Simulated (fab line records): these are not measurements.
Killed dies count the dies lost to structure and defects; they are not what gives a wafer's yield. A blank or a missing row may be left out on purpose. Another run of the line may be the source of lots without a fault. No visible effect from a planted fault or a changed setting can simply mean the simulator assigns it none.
Matching of chambers || flow n5-finfet || ald-sin-02 running N5_ILD0_ALD_15: 4 sister chambers
The step deposits SiNx, target thk 24 nm, pulse time 1 s, ald cycles 480. 4 wafers are shown with their chamber, then 9 later ones without.

## WAFERS PAIRED WITH THEIR CHAMBERS
{"wafer": "L079.2", "chamber": 1, "heater-power-w (W)": 715}
{"wafer": "L079.4", "chamber": 0, "heater-power-w (W)": 847}
{"wafer": "L080.3", "chamber": 3, "heater-power-w (W)": 959}
{"wafer": "L080.5", "chamber": 2, "heater-power-w (W)": 739}

## WAFERS WITH NO CHAMBER GIVEN
{"wafer": "L085.1", "heater-power-w (W)": 760}
{"wafer": "L085.4", "heater-power-w (W)": 826}
{"wafer": "L085.6", "heater-power-w (W)": 747}
{"wafer": "L086.1", "heater-power-w (W)": 857}
{"wafer": "L086.4", "heater-power-w (W)": 990}
{"wafer": "L086.5", "heater-power-w (W)": 722}
{"wafer": "L092.1", "heater-power-w (W)": 971}
{"wafer": "L092.2", "heater-power-w (W)": 727}
{"wafer": "L092.3", "heater-power-w (W)": 754}

## WHICH CHAMBER EACH WENT THROUGH
{"wafer": "L085.1", "from the rows above": "can't be placed: 2 or 1", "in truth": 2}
{"wafer": "L085.4", "from the rows above": 0, "in truth": 0}
{"wafer": "L085.6", "from the rows above": "can't be placed: 2 or 1", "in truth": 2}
{"wafer": "L086.1", "from the rows above": 0, "in truth": 0}
{"wafer": "L086.4", "from the rows above": 3, "in truth": 3}
{"wafer": "L086.5", "from the rows above": "can't be placed: 1 or 2", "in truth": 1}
{"wafer": "L092.1", "from the rows above": 3, "in truth": 3}
{"wafer": "L092.2", "from the rows above": "can't be placed: 1 or 2", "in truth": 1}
{"wafer": "L092.3", "from the rows above": "can't be placed: 2 or 1", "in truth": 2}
4 of 9 placed correctly. Cannot be placed on the basis of these rows: 5; the candidates contain the true chamber in 5. Placed wrongly: 0.
How it was worked out, from the rows above alone: a wafer's distance from a chamber is the root of the sum, over the readings, of the square of ((its reading less the chamber's mean) divided by the reading's scatter). The wafer belongs to the nearest chamber; if the next one is less than 2 further off, it can't be placed. A chamber's mean is the mean of its shown wafers. The scatter: with one shown wafer a chamber, the root of the mean of the squares of how far each hidden wafer lies from its nearest shown one.
